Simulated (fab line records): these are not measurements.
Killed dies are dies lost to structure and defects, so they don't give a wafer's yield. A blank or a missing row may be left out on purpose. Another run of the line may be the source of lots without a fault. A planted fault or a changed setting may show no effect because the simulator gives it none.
Split-lot study | flow n5Finfet | 21 wafers read from 7 lots, route of 1938 steps

## THE SPLIT ITSELF
At N5_BEOL_M2_TRENCH_ETCH_37 (etches SiOC in C4F6/O2, target depth 55.555 nm, time 29.2 s), the setting biasW was moved away from the recipe's 185 W on 11 of the 21 wafers read, by -16.4% to +15.0%. The other wafers ran this setting at the recipe's value.

Reading taken at the split's own step.

## THE READING
rfVppV, in V, at N5_BEOL_M2_TRENCH_ETCH_37 (etches SiOC in C4F6/O2, target depth 55.555 nm, time 29.2 s). On this fab line, fault-free wafers typically give 667 V with a standard deviation of 12 V.

wafer  | tool, chamber at the split | biasW as run, W | against the recipe | rfVppV, V | against lot-mates on the recipe
L074.1 | rieDiel-06, 3              | 185             | recipe             | 664       | -
L074.3 | rieDiel-06, 2              | 212.8           | +15.0%             | 722       | +58
L074.5 | rieDiel-06, 0              | 212.8           | +15.0%             | 762       | +98
L077.3 | rieDiel-05, 1              | 200.1           | +8.2%              | 707       | no lot-mate on the recipe
L077.4 | rieDiel-05, 3              | 200.1           | +8.2%              | 720       | no lot-mate on the recipe
L077.6 | rieDiel-05, 3              | 200.1           | +8.2%              | 721       | no lot-mate on the recipe
L080.2 | rieDiel-06, 1              | 185             | recipe             | 662       | -
L080.4 | rieDiel-06, 3              | 185             | recipe             | 666       | -
L080.6 | rieDiel-06, 1              | 185             | recipe             | 662       | -
L082.1 | rieDiel-06, 1              | 185             | recipe             | 660       | -
L082.2 | rieDiel-06, 0              | 198.2           | +7.1%              | 723       | +63
L082.6 | rieDiel-06, 3              | 198.2           | +7.1%              | 701       | +41
L084.2 | rieDiel-05, 0              | 154.6           | -16.4%             | 557       | -107
L084.4 | rieDiel-05, 1              | 185             | recipe             | 664       | -
L084.6 | rieDiel-05, 0              | 154.6           | -16.4%             | 558       | -106
L091.2 | rieDiel-05, 1              | 185             | recipe             | 665       | -
L091.3 | rieDiel-05, 3              | 173.5           | -6.2%              | 644       | -21
L091.4 | rieDiel-05, 0              | 173.5           | -6.2%              | 610       | -55
L094.1 | rieDiel-06, 1              | 185             | recipe             | 661       | -
L094.2 | rieDiel-06, 3              | 185             | recipe             | 664       | -
L094.3 | rieDiel-06, 0              | 185             | recipe             | 683       | -

THE FIT
A straight line over all 21 wafers: rfVppV changes by +6.04 V for each +1% of biasW; r = +0.97; the points scatter about the line by 12 V.
The same after taking each lot's own level away (the mean of its wafers on the recipe; 18 wafers): +6.03 V for each +1%; r = +0.97; scatter 12 V.
Per that fit: largest biasW move, reading shift of 99 V.
The span of the lots' own levels, 660.0 to 669.3 V, comes to 0.8 times the standard deviation stated above.
So the lot-to-lot level changes the slope little: the two slopes agree.
Check: for one of the wafers moved furthest among these (-16.4%), held out of the fit, the line's prediction against its lot-mates is -97.7 V. It came out at -107 V against them.
Tool readings at the split's step, against how far the setting was moved: rfVppV r = +0.97.

## OTHER SPLITS APPLIED TO THESE WAFERS
Before the reading, these wafers also passed through other splits. Each is held against what the fit with the lots' levels taken away leaves over:
other split on the same wafers  | wafers away from the commonest value | r with rfVppV (lot level and that fit taken away)
N5_BEOL_M0_SAQP_PEB_12 pebTimeS | 6                                    | +0.25
N5_BEOL_M0_ETCH_109 biasW       | 6                                    | -0.26

## THE FILE'S OWN FIT
rfVppV changes by +6.03 V for each +1% of biasW, r = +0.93.
